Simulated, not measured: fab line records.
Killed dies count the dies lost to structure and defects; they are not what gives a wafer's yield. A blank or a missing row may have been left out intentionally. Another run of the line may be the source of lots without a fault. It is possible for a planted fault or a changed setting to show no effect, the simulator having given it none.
The tool behind it: which one? ; flow n5-finfet ; 30 wafers from 10 lots sampled at 2 of the route's 1938 steps

WHAT THE GAUGES READ, wafer by wafer
N5_BEOL_M4_RC_MEAS_101. Usual: DIBL_N 35.8 mV/V, standard deviation 1.8; DIBL_P 35.9 mV/V, standard deviation 2.2; IOFF_N 0.16 nA/um, standard deviation 0.035; IOFF_P 0.21 nA/um, standard deviation 0.04; ION_N 672 uA/um, standard deviation 11; ION_P 461 uA/um, standard deviation 7.4; SS_N 71.4 mV/dec, standard deviation 0.64; SS_P 73.2 mV/dec, standard deviation 0.67; VT_N 250 mV, standard deviation 3.5; VT_P -251 mV, standard deviation 3.4.
lot;measured;on;DIBL_N (mV/V);DIBL_P (mV/V);IOFF_N (nA/um);IOFF_P (nA/um);ION_N (uA/um);ION_P (uA/um);SS_N (mV/dec);SS_P (mV/dec);VT_N (mV);VT_P (mV);flag
L211;day 7 19:40;prober-02;35.0 35.8 35.0;34.4 36.3 35.2;0.15 0.17 0.15;0.16 0.19 0.17;664 691 671;450 467 459;71.5 72.1 72.0;73.0 73.8 72.7;250 248 248;-254 -252 -252;
L213;day 7 21:46;prober-02;34.2 33.8 34.3;32.9 34.0 33.8;0.12 0.12 0.13;0.17 0.18 0.18;664 671 673;451 462 452;71.0 71.3 70.8;72.0 71.9 73.0;254 257 253;-254 -255 -252;
L212;day 8 15:25;prober-01;34.9 32.9 34.9;36.2 34.3 36.9;0.17 0.14 0.17;0.23 0.20 0.25;675 669 677;468 463 476;71.4 71.4 71.0;74.0 72.7 72.8;247 250 245;-246 -250 -246;
L214;day 8 15:26;prober-02;36.6 32.9 34.7;36.8 32.4 33.6;0.18 0.12 0.14;0.25 0.18 0.18;683 659 665;471 458 454;72.0 70.8 71.4;73.6 72.4 72.8;245 255 249;-246 -251 -250;
L221;day 10 06:25;prober-01;38.0;37.8;0.20;0.24;686;463;71.9;74.3;244;-250;
L226;day 12 13:22;prober-02;37.4 39.5 34.0;36.8 40.4 33.2;0.21 0.25 0.13;0.27 0.34 0.20;697 702 667;478 486 462;71.8 72.1 70.4;73.6 73.8 72.5;245 242 252;-244 -243 -247;
L227;day 12 01:48;prober-02;31.7 34.5 33.8;31.2 35.6 34.5;0.09 0.13 0.12;0.13 0.19 0.18;654 667 667;456 461 469;70.2 70.7 70.6;71.9 73.1 72.2;258 251 251;-256 -251 -251;
L232;day 12 23:56;prober-01;37.1 36.5 33.7;37.8 36.8 32.5;0.17 0.15 0.11;0.21 0.20 0.15;679 674 660;458 468 454;72.1 71.4 70.9;74.1 73.9 72.8;246 251 255;-251 -255 -255;
L233;day 13 21:09;prober-02;35.9 35.5 35.3;34.6 34.3 33.3;0.14 0.14 0.12;0.20 0.20 0.19;676 683 669;467 466 464;70.8 71.0 70.5;73.0 72.3 72.7;249 249 254;-252 -251 -252;
L234;day 13 23:44;prober-02;34.4 35.2 32.4;33.0 34.1 30.8;0.11 0.12 0.09;0.17 0.18 0.14;659 658 653;459 459 453;70.6 71.7 70.3;72.5 72.9 71.6;255 255 257;-251 -253 -255;

WHAT TOOL EACH LOT RAN ON (gives the tool, then ch and the chambers of the sampled wafers, and finally the start)
lot;N5_BEOL_M2_EXPOSE_08
L211;euv-scanner-02 ch 0, day 6 17:33
L213;euv-scanner-02 ch 0, day 6 18:49
L212;euv-scanner-01 ch 0, day 6 23:46
L214;euv-scanner-01 ch 0, day 7 07:47
L221;euv-scanner-01 ch 0, day 9 02:27
L226;euv-scanner-02 ch 0, day 10 13:52
L227;euv-scanner-02 ch 0, day 10 21:01
L232;euv-scanner-02 ch 0, day 11 16:05
L233;euv-scanner-02 ch 0, day 12 07:26
L234;euv-scanner-01 ch 0, day 12 11:02
- N5_BEOL_M2_EXPOSE_08: exposes mask M2.

WHAT THE TOOLS THEMSELVES READ (means of the sampled wafers that have a number; where no wafer has one, the mark that the record gives instead)
The record holds no such reading with a usual standard deviation.

THE ANSWER, worked out from the rows above alone
Rule: take the mean of a lot's wafers that have a number; if it is more than 3 standard deviations from the usual mean, the lot is off. Also off: a lot with no number at a reading for which 4 or more lots have one. All remaining lots with rows at the step are treated as sound. After the gauges, taken in route order, come the tools' own readings; for these a lot's mean is taken, as printed above. At the first step where some lot is off, the reading lying furthest off is the one used; lots without a number count as furthest.
Across all readings shown, no lot is off: no conclusion can be drawn from this.

WHAT WAS PUT IN BY THE SIMULATOR
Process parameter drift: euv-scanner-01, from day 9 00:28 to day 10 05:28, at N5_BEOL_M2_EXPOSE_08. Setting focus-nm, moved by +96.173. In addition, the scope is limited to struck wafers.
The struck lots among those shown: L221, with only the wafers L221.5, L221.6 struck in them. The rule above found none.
